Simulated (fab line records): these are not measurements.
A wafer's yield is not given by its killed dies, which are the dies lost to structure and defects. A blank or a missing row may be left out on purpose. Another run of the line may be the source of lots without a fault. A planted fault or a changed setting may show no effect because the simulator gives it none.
Matching of chambers :: flow nand-harc :: pecvd-01 running NHARC_A_STAIRCASE_DEP_301: 3 sister chambers
The step deposits SiON, target thk 30 nm. 5 wafers are shown with their chamber, then 7 later ones without.

## WAFERS PAIRED WITH THEIR CHAMBERS
wafer: L081.4
chamber: 2
heater-power-w (W): 947

wafer: L092.4
chamber: 0
heater-power-w (W): 707

wafer: L092.6
chamber: 1
heater-power-w (W): 699

wafer: L093.2
chamber: 1
heater-power-w (W): 750

wafer: L093.3
chamber: 0
heater-power-w (W): 687

## WAFERS WITH NO CHAMBER GIVEN
wafer: L093.6
heater-power-w (W): 709

wafer: L097.1
heater-power-w (W): 745

wafer: L097.4
heater-power-w (W): 714

wafer: L097.6
heater-power-w (W): 710

wafer: L096.1
heater-power-w (W): 679

wafer: L096.2
heater-power-w (W): 750

wafer: L096.4
heater-power-w (W): 694

## EACH ONE'S CHAMBER
wafer: L093.6
from the rows above: can't be placed: 0 or 1
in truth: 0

wafer: L097.1
from the rows above: can't be placed: 1 or 0
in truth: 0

wafer: L097.4
from the rows above: can't be placed: 1 or 0
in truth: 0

wafer: L097.6
from the rows above: can't be placed: 0 or 1
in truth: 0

wafer: L096.1
from the rows above: can't be placed: 0 or 1
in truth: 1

wafer: L096.2
from the rows above: can't be placed: 1 or 0
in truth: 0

wafer: L096.4
from the rows above: can't be placed: 0 or 1
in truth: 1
Placed correctly: 0 of 7. Cannot be placed on the basis of these rows: 7; the candidates contain the true chamber in 7. Placed wrongly: 0.
How it was worked out, from the rows above alone: a wafer's distance from a chamber is the root of the sum, over the readings, of the square of ((its reading less the chamber's mean) divided by the reading's scatter). If the next closest chamber is less than 2 further off than the closest, the wafer can't be placed; otherwise it belongs to the closest. A chamber's mean is the mean of its shown wafers. The scatter: the root of (the sum of the squares of (reading less its chamber's mean) over the shown wafers, divided by (wafers less chambers)).
